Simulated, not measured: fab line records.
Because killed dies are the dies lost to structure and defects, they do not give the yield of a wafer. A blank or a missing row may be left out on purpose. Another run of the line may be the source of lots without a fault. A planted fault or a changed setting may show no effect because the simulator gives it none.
Problem report, 8D (eight disciplines) form, completed by code	flow n5_finfet	the parts of the form that need people (team, actions taken, sign-off) are left out

## 1. WHAT WENT WRONG
Wafers without a fault read 109.98 C, standard deviation 0.13; plate_temp_C at N5_PMOS_HMC_CHANNEL_EPI_PEB_07 reads a mean of 110.85 C on 6 wafers belonging to 2 lots. That is +6.7 standard deviations from the usual mean.
The step: peb time 60 s.
The first sign was on wafer L942.3 at day 5 18:31, on litho_track-02. The record holds 30 wafers of 10 lots with a number at this step. The rule behind "out" and "out of limits": a value lying over 4 standard deviations away from the usual mean. All remaining wafers that have a number are taken as sound.

## 2. WHAT IT IS, WHAT IT ISN'T
question	is	is not
which readings at this step	plate_temp_C	-
which lots	L942, L943	L926, L927, L929, L932, L935, L939, L947, L949
which wafers of those lots	all that have a number	-
read on which tools	litho_track-02	litho_track-01, litho_track-04
when	from day 5 18:31	up to then (18 sound wafers); but 6 sound wafers of L947, L949 came after

## 3. THE SUSPECTS, EACH WITH WHAT RULES IT OUT
Counting: a tool at a process step up to the reading stays a suspect if it ran every lot that is out and no sound lot after the first of them.
- rie_diel-03 at N5_WELL_APT_DESCUM_13 (chemistry O2, time 7.9 s): kept. It ran every lot that is out, first L942 (day 5 15:06), and no sound lot after that; its last sound lot up to then is L939 (day 4 20:00).
- litho_track-02 at N5_PMOS_HMC_CHANNEL_EPI_PEB_07 (peb time 60 s): kept. It ran every lot that is out, first L942 (day 5 18:31), and no sound lot after that; its last sound lot up to then is L939 (day 4 23:58). Its own plate_temp_C readings are out on those wafers.
Left after counting: rie_diel-03 at N5_WELL_APT_DESCUM_13, litho_track-02 at N5_PMOS_HMC_CHANNEL_EPI_PEB_07.

## 4. THE CAUSE (what the simulator had put in)
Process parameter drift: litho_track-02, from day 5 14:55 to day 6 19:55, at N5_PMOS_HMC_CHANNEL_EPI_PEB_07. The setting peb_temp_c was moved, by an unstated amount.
2 suspects survive the count, and this tool is in that group.

## 5. SEQUENCE OF EFFECTS, ordered by route
One row per reading whose mean, taken over the struck wafers that have a number, lies over 3 standard deviations from the usual. Only readings for which the record gives a usual standard deviation are gone through. hours: the time from each lot's start at the first step in this table that gives one to its start at this step, as a median over the lots. sigmas: the change in usual standard deviations.
hours	step	reading	usual	on struck wafers	change	sigmas
0	N5_PMOS_HMC_CHANNEL_EPI_PEB_07	plate_temp_C	109.98 C	110.85	+0.87	+6.7
Its process steps:
- N5_PMOS_HMC_CHANNEL_EPI_PEB_07: peb time 60 s.
Later measuring or inspecting steps at which every struck wafer that the step has a row for has a number for every such reading, and none has moved that far: N5_BEOL_M4_RC_MEAS_101.

## 6. WHAT WOULD HAVE CAUGHT IT SOONER
In this record no reading fell out of limits until day 5 18:31, 4 hours after the fault had begun at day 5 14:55.
